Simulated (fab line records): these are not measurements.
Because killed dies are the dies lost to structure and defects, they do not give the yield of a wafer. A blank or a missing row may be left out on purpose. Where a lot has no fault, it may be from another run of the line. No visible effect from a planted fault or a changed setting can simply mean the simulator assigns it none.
Chamber matching | flow n5Finfet | uvCure-02 running N5_BEOL_M7_CURE_74: 3 sister chambers
The step cures SiCOH lowk, time 240 s. 18 wafers are shown with their chamber, then 9 later ones without.

WAFERS, EACH WITH ITS CHAMBER
wafer  | chamber | wafer_temp_C_max | lampPowerPct (%)
L076.1 | 1       | 387.1            | 52.32
L076.2 | 1       | 386.5            | 52.39
L076.4 | 1       | 386.5            | 52.21
L077.3 | 1       | 386.7            | 52.36
L077.5 | 1       | 386.9            | 52.32
L077.6 | 1       | 387.3            | 52.26
L078.1 | 0       | 386.6            | 52.37
L078.5 | 0       | 386.2            | 52.31
L078.6 | 0       | 386.1            | 52.41
L082.1 | 2       | 385.9            | 52.32
L082.2 | 2       | 386.3            | 52.35
L082.4 | 2       | 386.4            | 52.22
L084.4 | 1       | 386.4            | 52.33
L084.5 | 1       | 387.0            | 52.30
L084.6 | 1       | 386.5            | 52.30
L088.1 | 2       | 385.9            | 52.33
L088.2 | 2       | 385.8            | 52.36
L088.4 | 2       | 385.8            | 52.29

SIGNATURES (averages over the wafers above)
reading          | chamber 0 | chamber 1 | chamber 2 | scatter within a chamber
wafer_temp_C_max | 386.300   | 386.767   | 386.017   | 0.295
lampPowerPct     | 52.3633   | 52.3100   | 52.3117   | 0.0519
Rule: distance of a wafer from a chamber = root of the sum over the readings of ((wafer's reading minus chamber's mean) / reading's scatter) squared. If the next closest chamber is less than 2 further off than the closest, the wafer can't be placed; otherwise it belongs to the closest. The scatter: take each reading less its chamber's mean, square it, sum over the shown wafers, divide by the number of wafers less the number of chambers, and take the root.

WAFERS WITHOUT THEIR CHAMBER
wafer  | wafer_temp_C_max | lampPowerPct (%)
L092.1 | 385.9            | 52.28
L092.2 | 386.1            | 52.27
L092.3 | 386.6            | 52.36
L093.2 | 387.1            | 52.36
L093.3 | 386.8            | 52.24
L093.4 | 387.6            | 52.34
L095.1 | 387.0            | 52.34
L095.4 | 386.9            | 52.37
L095.5 | 386.7            | 52.20

THE CHAMBER EACH PASSED THROUGH
wafer  | from the rows above          | in truth
L092.1 | can't be placed: 2 or 0      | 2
L092.2 | can't be placed: 2 or 0 or 1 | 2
L092.3 | can't be placed: 0 or 1 or 2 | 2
L093.2 | can't be placed: 1 or 0      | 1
L093.3 | can't be placed: 1 or 0 or 2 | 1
L093.4 | can't be placed: 1 or 0      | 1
L095.1 | can't be placed: 1 or 0      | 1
L095.4 | can't be placed: 1 or 0 or 2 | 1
L095.5 | can't be placed: 1 or 2 or 0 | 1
0 of 9 placed correctly. Can't be placed from these rows: 9 (the true chamber is among the candidates in 9). Number placed wrongly: 0.
